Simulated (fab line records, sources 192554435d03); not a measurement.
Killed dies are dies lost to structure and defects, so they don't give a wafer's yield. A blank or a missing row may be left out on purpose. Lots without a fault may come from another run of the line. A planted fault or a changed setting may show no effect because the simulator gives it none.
Chamber matching | flow n5_finfet | N5_GATE_CUT_DESCUM_18 on rie_diel-02: 4 sister chambers
The step chemistry O2, time 7 s. 16 wafers are shown with their chamber, then 8 later ones without.

WAFERS WITH THEIR CHAMBER
wafer  | chamber | showerhead_plenum_p_Torr (Torr) | throttle_valve_pct (%) | oes_product_au (a.u.)
L075.4 | 3       | 2.14                            | 20.44                  | 0.69
L075.5 | 2       | 2.04                            | 20.39                  | 0.89
L075.6 | 3       | 2.14                            | 20.44                  | 0.68
L080.1 | 1       | 2.08                            | 20.95                  | 0.72
L080.3 | 3       | 2.14                            | 20.46                  | 0.67
L080.4 | 2       | 2.04                            | 20.40                  | 0.87
L081.1 | 1       | 2.08                            | 20.93                  | 0.73
L081.3 | 3       | 2.14                            | 20.47                  | 0.68
L081.6 | 2       | 2.03                            | 20.40                  | 0.87
L082.1 | 0       | 1.94                            | 20.71                  | 0.76
L082.3 | 2       | 2.03                            | 20.39                  | 0.86
L082.4 | 3       | 2.14                            | 20.45                  | 0.67
L084.2 | 2       | 2.03                            | 20.41                  | 0.87
L084.3 | 3       | 2.14                            | 20.47                  | 0.68
L084.6 | 2       | 2.03                            | 20.40                  | 0.87
L085.2 | 1       | 2.08                            | 20.95                  | 0.72

SIGNATURES (means of the wafers above)
reading                  | chamber 0 | chamber 1 | chamber 2 | chamber 3 | scatter within a chamber
showerhead_plenum_p_Torr | 1.9400    | 2.0800    | 2.0333    | 2.1400    | 0.00333
throttle_valve_pct       | 20.7100   | 20.9433   | 20.3983   | 20.4550   | 0.0112
oes_product_au           | 0.7600    | 0.7233    | 0.8717    | 0.6783    | 0.00833
Rule: a wafer's distance from a chamber is the root of the sum, over the readings, of the square of ((its reading less the chamber's mean) divided by the reading's scatter). The wafer belongs to the nearest chamber; if the next one is less than 2 further off, it can't be placed. The scatter: the root of (the sum of the squares of (reading less its chamber's mean) over the shown wafers, divided by (wafers less chambers)).

WAFERS WITHOUT THEIR CHAMBER
wafer  | showerhead_plenum_p_Torr (Torr) | throttle_valve_pct (%) | oes_product_au (a.u.)
L085.4 | 2.14                            | 20.47                  | 0.66
L085.5 | 2.14                            | 20.47                  | 0.67
L088.1 | 2.07                            | 20.96                  | 0.71
L088.5 | 2.07                            | 20.96                  | 0.71
L088.6 | 1.94                            | 20.74                  | 0.75
L097.2 | 2.13                            | 20.05                  | 0.94
L097.4 | 2.07                            | 20.97                  | 0.69
L097.6 | 2.02                            | 20.44                  | 0.82

WHICH CHAMBER EACH WENT THROUGH
wafer  | from the rows above | in truth
L085.4 | 3                   | 3
L085.5 | 3                   | 3
L088.1 | 1                   | 1
L088.5 | 1                   | 1
L088.6 | 0                   | 0
L097.2 | 2                   | 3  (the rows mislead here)
L097.4 | 1                   | 1
L097.6 | 2                   | 2
Placed correctly: 7 of 8. Can't be placed from these rows: 0. Placed wrongly: 1.
